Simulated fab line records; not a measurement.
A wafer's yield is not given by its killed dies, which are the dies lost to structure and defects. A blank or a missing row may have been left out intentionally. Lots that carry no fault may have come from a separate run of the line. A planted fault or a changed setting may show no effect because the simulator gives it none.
Split-lot study :: flow n5_finfet :: 21 wafers read from 7 lots, route of 1938 steps

THE SPLIT
At N5_BEOL_M12_ILD_DEP_00 (deposits SiOC from DEMS/O2, target thk 658.92 nm, time 130.7 s), the setting time_s was moved away from the recipe's 130.7 s on 4 of the 21 wafers read, by -12.2% to -4.4%. All remaining wafers had this setting at the recipe value.

The file shows no step between the split and the reading.

THE READING
M12_ILD_THK in nanometres, read at N5_BEOL_M12_THK_MEAS_01. Typical for fault-free wafers on this fab line: 659 nm, with standard deviation 10 nm.

wafer: L077.1
tool, chamber at the split: pecvd-03, 1
time_s as run, s: 130.7
against the recipe: recipe
M12_ILD_THK, nm: 657
against lot-mates on the recipe: -

wafer: L077.2
tool, chamber at the split: pecvd-03, 0
time_s as run, s: 130.7
against the recipe: recipe
M12_ILD_THK, nm: 666
against lot-mates on the recipe: -

wafer: L077.5
tool, chamber at the split: pecvd-03, 0
time_s as run, s: 130.7
against the recipe: recipe
M12_ILD_THK, nm: 671
against lot-mates on the recipe: -

wafer: L078.1
tool, chamber at the split: pecvd-02, 0
time_s as run, s: 130.7
against the recipe: recipe
M12_ILD_THK, nm: 658
against lot-mates on the recipe: -

wafer: L078.5
tool, chamber at the split: pecvd-02, 2
time_s as run, s: 130.7
against the recipe: recipe
M12_ILD_THK, nm: 661
against lot-mates on the recipe: -

wafer: L078.6
tool, chamber at the split: pecvd-02, 1
time_s as run, s: 130.7
against the recipe: recipe
M12_ILD_THK, nm: 667
against lot-mates on the recipe: -

wafer: L081.3
tool, chamber at the split: pecvd-03, 2
time_s as run, s: 130.7
against the recipe: recipe
M12_ILD_THK, nm: 650
against lot-mates on the recipe: -

wafer: L081.4
tool, chamber at the split: pecvd-03, 1
time_s as run, s: 130.7
against the recipe: recipe
M12_ILD_THK, nm: 678
against lot-mates on the recipe: -

wafer: L081.5
tool, chamber at the split: pecvd-03, 0
time_s as run, s: 130.7
against the recipe: recipe
M12_ILD_THK, nm: 682
against lot-mates on the recipe: -

wafer: L083.1
tool, chamber at the split: pecvd-01, 1
time_s as run, s: 130.7
against the recipe: recipe
M12_ILD_THK, nm: 642
against lot-mates on the recipe: -

wafer: L083.3
tool, chamber at the split: pecvd-01, 2
time_s as run, s: 125
against the recipe: -4.4%
M12_ILD_THK, nm: 613
against lot-mates on the recipe: -38

wafer: L083.4
tool, chamber at the split: pecvd-01, 2
time_s as run, s: 130.7
against the recipe: recipe
M12_ILD_THK, nm: 660
against lot-mates on the recipe: -

wafer: L087.2
tool, chamber at the split: pecvd-03, 2
time_s as run, s: 117.2
against the recipe: -10.3%
M12_ILD_THK, nm: 593
against lot-mates on the recipe: -74

wafer: L087.3
tool, chamber at the split: pecvd-03, 1
time_s as run, s: 117.2
against the recipe: -10.3%
M12_ILD_THK, nm: 591
against lot-mates on the recipe: -76

wafer: L087.4
tool, chamber at the split: pecvd-03, 2
time_s as run, s: 130.7
against the recipe: recipe
M12_ILD_THK, nm: 667
against lot-mates on the recipe: -

wafer: L091.3
tool, chamber at the split: pecvd-03, 2
time_s as run, s: 130.7
against the recipe: recipe
M12_ILD_THK, nm: 649
against lot-mates on the recipe: -

wafer: L091.4
tool, chamber at the split: pecvd-03, 1
time_s as run, s: 114.8
against the recipe: -12.2%
M12_ILD_THK, nm: 585
against lot-mates on the recipe: -76

wafer: L091.6
tool, chamber at the split: pecvd-03, 0
time_s as run, s: 130.7
against the recipe: recipe
M12_ILD_THK, nm: 674
against lot-mates on the recipe: -

wafer: L096.2
tool, chamber at the split: pecvd-01, 0
time_s as run, s: 130.7
against the recipe: recipe
M12_ILD_THK, nm: 647
against lot-mates on the recipe: -

wafer: L096.3
tool, chamber at the split: pecvd-01, 1
time_s as run, s: 130.7
against the recipe: recipe
M12_ILD_THK, nm: 648
against lot-mates on the recipe: -

wafer: L096.5
tool, chamber at the split: pecvd-01, 0
time_s as run, s: 130.7
against the recipe: recipe
M12_ILD_THK, nm: 657
against lot-mates on the recipe: -

THE FIT
A straight line over all 21 wafers: M12_ILD_THK changes by +6.64 nm for each +1% of time_s; r = +0.92; the points scatter about the line by 11 nm.
The same after taking each lot's own level away (the mean of its wafers on the recipe; 21 wafers): +6.92 nm for each +1%; r = +0.96; scatter 8.7 nm.
Per that fit: largest time_s move, reading shift of 84 nm.
The lots' own levels span 650.7 to 670.0 nm, that is 1.9 times the standard deviation above.
The two slopes agree, so the slope changes little with the lot-to-lot level.
Check: for one of the wafers moved furthest among these (-12.2%), held out of the fit, the line's prediction against its lot-mates is -89.7 nm. Against them it came out at -76.5 nm.

OTHER SPLITS APPLIED TO THESE WAFERS
These wafers also went through other splits before the reading. Each is held against what the fit with the lots' levels taken away leaves over:
other split on the same wafers: N5_BEOL_M7_ILD_DEP_00 time_s
wafers away from the commonest value: 7
r with M12_ILD_THK (lot level and that fit taken away): +0.07

other split on the same wafers: N5_BEOL_M7_EXPOSE_08 dose_mj
wafers away from the commonest value: 4
r with M12_ILD_THK (lot level and that fit taken away): +0.04

other split on the same wafers: N5_BEOL_M8_PECVD_70 time_s
wafers away from the commonest value: 7
r with M12_ILD_THK (lot level and that fit taken away): -0.34

other split on the same wafers: N5_BEOL_M8_EXPOSE_08 dose_mj
wafers away from the commonest value: 9
r with M12_ILD_THK (lot level and that fit taken away): -0.18

other split on the same wafers: N5_BEOL_M8_ETCH_65 source_w
wafers away from the commonest value: 4
r with M12_ILD_THK (lot level and that fit taken away): -0.02

THE WHOLE CHAIN: every reading that the file lists as answering this split, in the file's order
step: N5_BEOL_M12_ILD_DEP_00
what it does: deposits SiOC from DEMS/O2, target thk 658.92 nm, time 130.7 s
reading: SiOC_of_BEOL_M12_ILD_DEP_00.thk_nm (the simulator's own value, which no gauge read)
change (the file's fit): +6.9 nm for each +1% of the setting
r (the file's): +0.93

step: N5_BEOL_M12_THK_MEAS_01
what it does: 
reading: M12_ILD_THK
change (the file's fit): +6.85 for each +1% of the setting
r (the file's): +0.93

step: N5_BEOL_M12_VIA_ETCH_16
what it does: etches SiOC in C4F8/O2/Ar, target depth 724.8 nm
reading: etch.depth_nm (the simulator's own value, which no gauge read)
change (the file's fit): +6.9 nm for each +1% of the setting
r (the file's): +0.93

step: N5_BEOL_M12_VIA_ETCH_16
what it does: etches SiOC in C4F8/O2/Ar, target depth 724.8 nm
reading: coat_of_BEOL_M12_COAT_04.thk_nm (the simulator's own value, which no gauge read)
change (the file's fit): -2.25 nm for each +1% of the setting
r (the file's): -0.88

step: N5_BEOL_M12_STRIP_63
what it does: strips in N2/H2
reading: strip_time_to_endpoint_s
change (the file's fit): withheld for each +1% of the setting
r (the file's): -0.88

step: N5_BEOL_M12_ETCH_38
what it does: etches SiCN in CF4/N2, target depth 68.7 nm, time 73.4 s
reading: SiOC_of_BEOL_M12_ILD_DEP_00.thk_nm (the simulator's own value, which no gauge read)
change (the file's fit): +6.85 nm for each +1% of the setting
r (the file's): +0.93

FILE'S OWN FIT
M12_ILD_THK changes by +6.85 nm for each +1% of time_s, r = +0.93.
